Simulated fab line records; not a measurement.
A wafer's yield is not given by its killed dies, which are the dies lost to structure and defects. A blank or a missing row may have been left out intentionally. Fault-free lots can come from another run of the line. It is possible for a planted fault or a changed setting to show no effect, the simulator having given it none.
Chamber matching || flow n5Finfet || 4 sister chambers for N5_BEOL_M11_ETCH_66 on rieDiel-02
The step etches SOC in N2/H2, target depth 120 nm, overetch 24 nm, time 180 s. 8 wafers are shown with their chamber, then 8 later ones without.

## WAFERS, EACH WITH ITS CHAMBER
{"wafer": "L076.4", "chamber": 0, "drypumpMotorCurrentA (A)": 5.8, "throttleValvePct (%)": 17.51}
{"wafer": "L084.1", "chamber": 0, "drypumpMotorCurrentA (A)": 5.8, "throttleValvePct (%)": 17.53}
{"wafer": "L084.4", "chamber": 1, "drypumpMotorCurrentA (A)": 5.6, "throttleValvePct (%)": 18.16}
{"wafer": "L084.6", "chamber": 2, "drypumpMotorCurrentA (A)": 5.7, "throttleValvePct (%)": 18.20}
{"wafer": "L085.2", "chamber": 1, "drypumpMotorCurrentA (A)": 5.6, "throttleValvePct (%)": 18.17}
{"wafer": "L085.3", "chamber": 3, "drypumpMotorCurrentA (A)": 5.1, "throttleValvePct (%)": 17.86}
{"wafer": "L085.6", "chamber": 3, "drypumpMotorCurrentA (A)": 5.0, "throttleValvePct (%)": 17.86}
{"wafer": "L086.2", "chamber": 2, "drypumpMotorCurrentA (A)": 5.7, "throttleValvePct (%)": 18.20}

## WAFERS WHOSE CHAMBER IS MISSING
{"wafer": "L086.3", "drypumpMotorCurrentA (A)": 5.6, "throttleValvePct (%)": 18.17}
{"wafer": "L086.4", "drypumpMotorCurrentA (A)": 5.0, "throttleValvePct (%)": 17.87}
{"wafer": "L088.2", "drypumpMotorCurrentA (A)": 5.6, "throttleValvePct (%)": 18.19}
{"wafer": "L088.5", "drypumpMotorCurrentA (A)": 5.6, "throttleValvePct (%)": 18.19}
{"wafer": "L088.6", "drypumpMotorCurrentA (A)": 5.6, "throttleValvePct (%)": 18.20}
{"wafer": "L095.1", "drypumpMotorCurrentA (A)": 5.6, "throttleValvePct (%)": 18.22}
{"wafer": "L095.4", "drypumpMotorCurrentA (A)": 5.8, "throttleValvePct (%)": 17.59}
{"wafer": "L095.5", "drypumpMotorCurrentA (A)": 5.6, "throttleValvePct (%)": 18.21}

## WHICH CHAMBER EACH WENT THROUGH
{"wafer": "L086.3", "from the rows above": 1, "in truth": 1}
{"wafer": "L086.4", "from the rows above": 3, "in truth": 3}
{"wafer": "L088.2", "from the rows above": "can't be placed: 2 or 1", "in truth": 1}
{"wafer": "L088.5", "from the rows above": "can't be placed: 2 or 1", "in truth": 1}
{"wafer": "L088.6", "from the rows above": "can't be placed: 2 or 1", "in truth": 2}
{"wafer": "L095.1", "from the rows above": 2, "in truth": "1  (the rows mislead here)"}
{"wafer": "L095.4", "from the rows above": 0, "in truth": 0}
{"wafer": "L095.5", "from the rows above": 2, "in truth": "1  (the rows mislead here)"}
3 of 8 placed correctly. Cannot be placed on the basis of these rows: 3; the candidates contain the true chamber in 3. Placed wrongly: 2.
How it was worked out, from the rows above alone: a wafer's distance from a chamber is the root of the sum, over the readings, of the square of ((its reading less the chamber's mean) divided by the reading's scatter). The wafer belongs to the nearest chamber; if the next one is less than 2 further off, it can't be placed. For every chamber, the mean is computed from those of its wafers that are shown. The scatter: take each reading less its chamber's mean, square it, sum over the shown wafers, divide by the number of wafers less the number of chambers, and take the root.
